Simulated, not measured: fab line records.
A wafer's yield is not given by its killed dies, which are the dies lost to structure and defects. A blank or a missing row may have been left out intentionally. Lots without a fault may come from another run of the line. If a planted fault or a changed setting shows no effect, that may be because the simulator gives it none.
Matching of chambers | flow n5 finfet | 4 sister chambers for N5_BEOL_M2_VIA_ETCH_34 on rie diel-02
The step etches the open film in C4F6/O2, target depth 69.4 nm, time 65.9 s. 20 wafers are shown with their chamber, then 10 later ones without.

WAFERS, EACH WITH ITS CHAMBER
wafer  | chamber | drypump motor current A (A) | throttle valve pct (%) | showerhead plenum p Torr (Torr)
L079.1 | 1       | 6.3                         | 30.6                   | 2.82
L079.3 | 0       | 6.5                         | 30.6                   | 2.98
L079.5 | 1       | 6.3                         | 30.6                   | 2.82
L082.1 | 2       | 5.1                         | 31.4                   | 2.85
L082.2 | 1       | 6.3                         | 30.6                   | 2.81
L082.3 | 3       | 5.9                         | 31.0                   | 2.85
L085.2 | 2       | 5.1                         | 31.4                   | 2.85
L085.4 | 1       | 6.3                         | 30.6                   | 2.81
L085.5 | 0       | 6.5                         | 30.6                   | 2.98
L088.1 | 2       | 5.1                         | 31.5                   | 2.84
L088.3 | 1       | 6.2                         | 30.6                   | 2.81
L088.5 | 1       | 6.2                         | 30.6                   | 2.81
L090.2 | 0       | 6.5                         | 30.6                   | 2.97
L090.5 | 3       | 5.8                         | 31.0                   | 2.84
L090.6 | 1       | 6.3                         | 30.7                   | 2.81
L091.1 | 2       | 5.1                         | 31.5                   | 2.84
L091.2 | 0       | 6.5                         | 30.6                   | 2.97
L091.6 | 1       | 6.3                         | 30.7                   | 2.80
L093.2 | 2       | 5.1                         | 31.5                   | 2.84
L093.4 | 2       | 5.1                         | 31.5                   | 2.84

SIGNATURES (averages over the wafers above)
reading                  | chamber 0 | chamber 1 | chamber 2 | chamber 3 | scatter within a chamber
drypump motor current A  | 6.500     | 6.275     | 5.100     | 5.850     | 0.0354
throttle valve pct       | 30.600    | 30.625    | 31.467    | 31.000    | 0.0421
showerhead plenum p Torr | 2.9750    | 2.8112    | 2.8433    | 2.8450    | 0.00597
Rule: distance of a wafer from a chamber = root of the sum over the readings of ((wafer's reading minus chamber's mean) / reading's scatter) squared. The wafer belongs to the nearest chamber; if the next one is less than 2 further off, it can't be placed. The scatter: the root of (the sum of the squares of (reading less its chamber's mean) over the shown wafers, divided by (wafers less chambers)).

WAFERS WHOSE CHAMBER IS MISSING
wafer  | drypump motor current A (A) | throttle valve pct (%) | showerhead plenum p Torr (Torr)
L093.5 | 6.5                         | 30.6                   | 2.97
L095.2 | 5.1                         | 31.5                   | 2.84
L095.3 | 6.5                         | 30.6                   | 2.97
L095.5 | 5.1                         | 31.5                   | 2.84
L096.2 | 5.9                         | 31.0                   | 2.84
L096.4 | 6.3                         | 30.2                   | 2.80
L096.5 | 5.1                         | 31.5                   | 2.84
L097.1 | 6.6                         | 30.6                   | 2.96
L097.3 | 5.9                         | 31.0                   | 2.84
L097.5 | 5.1                         | 31.5                   | 2.84

WHICH CHAMBER EACH WENT THROUGH
wafer  | from the rows above | in truth
L093.5 | 0                   | 0
L095.2 | 2                   | 2
L095.3 | 0                   | 0
L095.5 | 2                   | 2
L096.2 | 3                   | 3
L096.4 | 1                   | 1
L096.5 | 2                   | 2
L097.1 | 0                   | 0
L097.3 | 3                   | 3
L097.5 | 2                   | 2
10 of 10 placed correctly. Number that these rows cannot place: 0. 0 placed wrongly.
